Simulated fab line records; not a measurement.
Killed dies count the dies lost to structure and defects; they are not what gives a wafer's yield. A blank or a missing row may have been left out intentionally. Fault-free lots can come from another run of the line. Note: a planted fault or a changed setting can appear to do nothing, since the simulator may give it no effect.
Which tool was responsible?    flow n5Finfet    24 lots, 72 wafers sampled, at 4 steps of a route of 1938

WHAT THE GAUGES SHOWED, per wafer
N5_BEOL_M7_OCD_MEAS_38.
lot   measured      on      trenchDepthNm (nm)
L074  day 9 20:34   ocd-02  91.6 91.0 93.8
L077  day 10 04:32  ocd-02  92.1 92.3 93.1
L076  day 10 04:41  ocd-01  92.0 93.9 92.1
L075  day 10 04:58  ocd-02  91.7 94.0 93.2
L079  day 10 10:25  ocd-02  91.6 93.8 91.4
L080  day 10 09:43  ocd-02  94.3 93.2 92.8
L078  day 10 09:46  ocd-02  90.9 94.4 90.3
L081  day 11 13:02  ocd-02  94.0 91.8 91.8
L083  day 11 13:19  ocd-02  93.9 91.8 94.0
L084  day 11 14:56  ocd-01  91.6 91.1 90.4
L082  day 11 15:20  ocd-02  94.3 93.4 91.7
L086  day 12 16:20  ocd-02  91.0 94.6 94.3
L088  day 12 22:07  ocd-01  93.5 90.3 92.7
L087  day 13 00:41  ocd-01  92.5 91.3 91.2
L085  day 13 00:23  ocd-01  93.7 95.8 93.0
L090  day 13 00:47  ocd-02  92.4 95.4 93.3
L089  day 13 11:37  ocd-02  96.0 92.5 91.0
L092  day 13 11:17  ocd-01  90.7 93.6 94.3
L091  day 13 23:29  ocd-02  95.2 91.6 92.5
L095  day 14 12:50  ocd-01  89.6 92.3 93.5
L093  day 14 13:03  ocd-01  95.4 96.6 91.2
L094  day 14 12:47  ocd-02  91.1 94.1 93.8
L096  day 15 06:10  ocd-01  95.4 92.8 92.3
L097  day 16 00:52  ocd-02  93.8 92.0 94.5

N5_BEOL_M7_CD_MEAS_35: target cd 40 nm.
lot   measured      on        cdNm (nm)
L074  day 9 20:43   cdSem-03  39.6 39.9 39.3
L077  day 10 04:41  cdSem-02  40.1 40.7 40.2
L076  day 10 04:50  cdSem-01  39.4 39.6 39.8
L075  day 10 05:07  cdSem-03  39.5 40.2 39.9
L079  day 10 10:34  cdSem-02  39.9 40.3 40.6
L080  day 10 09:53  cdSem-02  41.3 40.7 38.8
L078  day 10 09:56  cdSem-02  40.1 40.7 40.4
L081  day 11 13:17  cdSem-01  40.2 39.7 40.6
L083  day 11 13:34  cdSem-01  40.3 39.1 40.1
L084  day 11 15:05  cdSem-03  41.3 40.4 40.5
L082  day 11 15:35  cdSem-02  41.8 40.7 40.2
L086  day 12 16:29  cdSem-01  39.8 40.1 40.0
L088  day 12 22:16  cdSem-03  39.4 40.0 39.7
L087  day 13 00:51  cdSem-02  40.2 40.0 40.5
L085  day 13 00:32  cdSem-03  40.2 39.6 40.1
L090  day 13 00:56  cdSem-01  40.1 39.7 38.8
L089  day 13 11:46  cdSem-03  40.1 40.4 40.5
L092  day 13 11:26  cdSem-01  40.7 40.4 40.9
L091  day 13 23:38  cdSem-02  39.8 39.6 39.9
L095  day 14 12:59  cdSem-02  39.6 40.4 39.4
L093  day 14 13:13  cdSem-03  40.3 40.1 39.9
L094  day 14 12:57  cdSem-02  39.9 39.9 40.1
L096  day 15 06:19  cdSem-01  39.9 40.5 40.0
L097  day 16 01:01  cdSem-01  40.5 40.6 39.3

WHAT TOOL EACH LOT RAN ON (gives the tool, then ch and the chambers of the sampled wafers, and finally the start)
lot   N5_BEOL_M7_STRIP_19                N5_BEOL_M7_STRIP_80
L074  rieDiel-02 ch 0,2,3, day 9 16:27   rieDiel-04 ch 0,2,3, day 9 20:34 or earlier
L077  rieDiel-03 ch 0,1,2, day 10 03:37  rieDiel-03 ch 0,2, day 10 04:32 or earlier
L076  rieDiel-02 ch 0,1,2, day 10 03:44  rieDiel-04 ch 0,2,3, day 10 04:41 or earlier
L075  rieDiel-03 ch 2,3, day 10 03:55    rieDiel-03 ch 1,2,3, day 10 04:58 or earlier
L079  rieDiel-04 ch 2,3, day 10 07:58    rieDiel-03 ch 0,1,3, day 10 10:25 or earlier
L080  rieDiel-04 ch 0,2, day 10 08:06    rieDiel-04 ch 0,2,3, day 10 09:43 or earlier
L078  rieDiel-04 ch 0,2,3, day 10 08:16  rieDiel-02 ch 1,2, day 10 09:46 or earlier
L081  rieDiel-03 ch 2,3, day 11 10:09    rieDiel-03 ch 1,2,3, day 11 13:02 or earlier
L083  rieDiel-02 ch 1,2,3, day 11 11:50  rieDiel-04 ch 1,2,3, day 11 13:19 or earlier
L084  rieDiel-03 ch 2,3, day 11 13:52    rieDiel-03 ch 1,2, day 11 14:56 or earlier
L082  rieDiel-02 ch 0,2,3, day 11 14:19  rieDiel-03 ch 1,2,3, day 11 15:20 or earlier
L086  rieDiel-02 ch 1,2,3, day 12 15:02  rieDiel-02 ch 1,2,3, day 12 16:20 or earlier
L088  rieDiel-02 ch 1,2,3, day 12 20:07  rieDiel-04 ch 1,2,3, day 12 22:07 or earlier
L087  rieDiel-04 ch 0,3, day 12 22:46    rieDiel-04 ch 0,1, day 13 00:41 or earlier
L085  rieDiel-02 ch 1,2,3, day 12 23:13  rieDiel-03 ch 1,2, day 13 00:23 or earlier
L090  rieDiel-02 ch 1,2,3, day 12 23:31  rieDiel-03 ch 1,2,3, day 13 00:47 or earlier
L089  rieDiel-02 ch 0,1,2, day 13 08:44  rieDiel-02 ch 0,1,2, day 13 11:37 or earlier
L092  rieDiel-04 ch 0,1,2, day 13 09:04  rieDiel-04 ch 1,2,3, day 13 11:17 or earlier
L091  rieDiel-03 ch 0,3, day 13 22:25    rieDiel-03 ch 1,2, day 13 23:29 or earlier
L095  rieDiel-04 ch 1,2,3, day 14 11:04  rieDiel-04 ch 1,2,3, day 14 12:50 or earlier
L093  rieDiel-04 ch 2,3, day 14 11:13    rieDiel-02 ch 1,2,3, day 14 13:03 or earlier
L094  rieDiel-03 ch 2,3, day 14 11:28    rieDiel-03 ch 1,2,3, day 14 12:47 or earlier
L096  rieDiel-02 ch 0,3, day 15 01:58    rieDiel-02 ch 0,2, day 15 06:10 or earlier
L097  rieDiel-02 ch 0,1,2, day 15 20:58  rieDiel-02 ch 0,2,3, day 16 00:52 or earlier
- N5_BEOL_M7_STRIP_19: strips in O2.
- N5_BEOL_M7_STRIP_80: strips in N2/H2, time 10 s.

AS READ BY THE TOOLS THEMSELVES (means over the sampled wafers that have a number; for cases with no such wafer, the mark the record gives instead)
N5_BEOL_M7_STRIP_19.
lot   tool        drypumpMotorCurrentA (A)  oesProductAu (a.u.)  rfVppV (V)  showerheadPlenumPTorr (Torr)  throttleValvePct (%)
L074  rieDiel-02  5.7                       0.83                 3.6         2.12                          16.7
L077  rieDiel-03  5.7                       0.70                 4.5         2.11                          16.9
L076  rieDiel-02  5.7                       0.77                 3.6         2.16                          16.9
L075  rieDiel-03  5.7                       0.75                 3.8         2.11                          16.6
L079  rieDiel-04  5.9                       0.73                 4.3         2.07                          16.5
L080  rieDiel-04  5.4                       0.73                 4.0         2.05                          16.5
L078  rieDiel-04  5.8                       0.73                 4.3         2.03                          16.5
L081  rieDiel-03  5.7                       0.73                 3.6         2.10                          16.9
L083  rieDiel-02  6.0                       0.81                 3.4         2.11                          16.6
L084  rieDiel-03  5.7                       0.75                 3.3         2.10                          16.7
L082  rieDiel-02  5.7                       0.81                 3.2         2.11                          16.7
L086  rieDiel-02  6.0                       0.79                 3.7         2.11                          16.6
L088  rieDiel-02  5.9                       0.79                 4.2         2.11                          16.6
L087  rieDiel-04  6.1                       0.71                 3.4         2.00                          16.6
L085  rieDiel-02  6.0                       0.79                 3.6         2.11                          16.6
L090  rieDiel-02  5.9                       0.79                 3.3         2.11                          16.6
L089  rieDiel-02  5.7                       0.83                 4.3         2.15                          16.8
L092  rieDiel-04  5.5                       0.74                 3.5         2.01                          16.5
L091  rieDiel-03  5.6                       0.81                 3.8         2.09                          16.5
L095  rieDiel-04  5.6                       0.74                 3.4         2.05                          16.5
L093  rieDiel-04  5.9                       0.71                 3.4         2.06                          16.6
L094  rieDiel-03  5.7                       0.73                 3.9         2.10                          16.7
L096  rieDiel-02  6.0                       0.90                 3.3         2.11                          16.7
L097  rieDiel-02  5.7                       0.91                 3.0         2.15                          16.7

N5_BEOL_M7_STRIP_80.
lot   tool        drypumpMotorCurrentA (A)  oesProductAu (a.u.)  rfVppV (V)  showerheadPlenumPTorr (Torr)  throttleValvePct (%)
L074  rieDiel-04  5.8                       0.73                 58.8        2.46                          23.54
L077  rieDiel-03  5.4                       0.71                 58.7        2.49                          23.90
L076  rieDiel-04  5.8                       0.74                 59.2        2.46                          23.53
L075  rieDiel-03  5.9                       0.73                 59.7        2.56                          23.61
L079  rieDiel-03  5.7                       0.71                 59.4        2.56                          23.64
L080  rieDiel-04  5.8                       0.73                 59.2        2.46                          23.54
L078  rieDiel-02  6.0                       0.76                 59.6        2.62                          23.76
L081  rieDiel-03  5.9                       0.72                 59.0        2.55                          23.61
L083  rieDiel-04  5.6                       0.75                 59.1        2.49                          23.47
L084  rieDiel-03  5.8                       0.70                 58.3        2.53                          23.69
L082  rieDiel-03  5.9                       0.72                 58.2        2.55                          23.61
L086  rieDiel-02  6.0                       0.79                 60.0        2.55                          23.49
L088  rieDiel-04  5.6                       0.74                 58.8        2.49                          23.49
L087  rieDiel-04  5.7                       0.74                 59.0        2.38                          23.62
L085  rieDiel-03  5.8                       0.79                 59.0        2.52                          23.60
L090  rieDiel-03  5.9                       0.80                 59.6        2.55                          23.51
L089  rieDiel-02  5.7                       0.83                 59.6        2.60                          23.83
L092  rieDiel-04  5.6                       0.74                 59.9        2.49                          23.49
L091  rieDiel-03  5.8                       0.77                 59.3        2.52                          23.62
L095  rieDiel-04  5.6                       0.73                 58.5        2.48                          23.50
L093  rieDiel-02  5.9                       0.77                 59.8        2.55                          23.51
L094  rieDiel-03  5.9                       0.78                 60.4        2.55                          23.54
L096  rieDiel-02  5.4                       0.90                 59.7        2.60                          23.85
L097  rieDiel-02  5.7                       0.85                 59.7        2.54                          23.56

THE ANSWER, worked out from the rows above alone
Rule: the lots themselves supply what counts as usual. The widest of any qualifying gaps counts: lots, ordered by their means at a reading, are off when they make up no more than a third of the lots, leave a main group of 4 or more, and stand apart from it by 3 or more times the standard deviation of that group's means. If all means in a main group match to the digits the tables above print for the reading, that group is not used. Also off: a lot with no number at a reading for which 4 or more lots have one. All remaining lots with rows at the step are treated as sound. First the gauges in route order, then the tools' own readings, where a lot's mean is used as printed above. At the first step where some lot is off, the reading lying furthest off is the one used; lots without a number count as furthest.
No lot is off on any of the readings shown, so nothing can be concluded from this.

WHAT HAD BEEN PUT IN BY THE SIMULATOR
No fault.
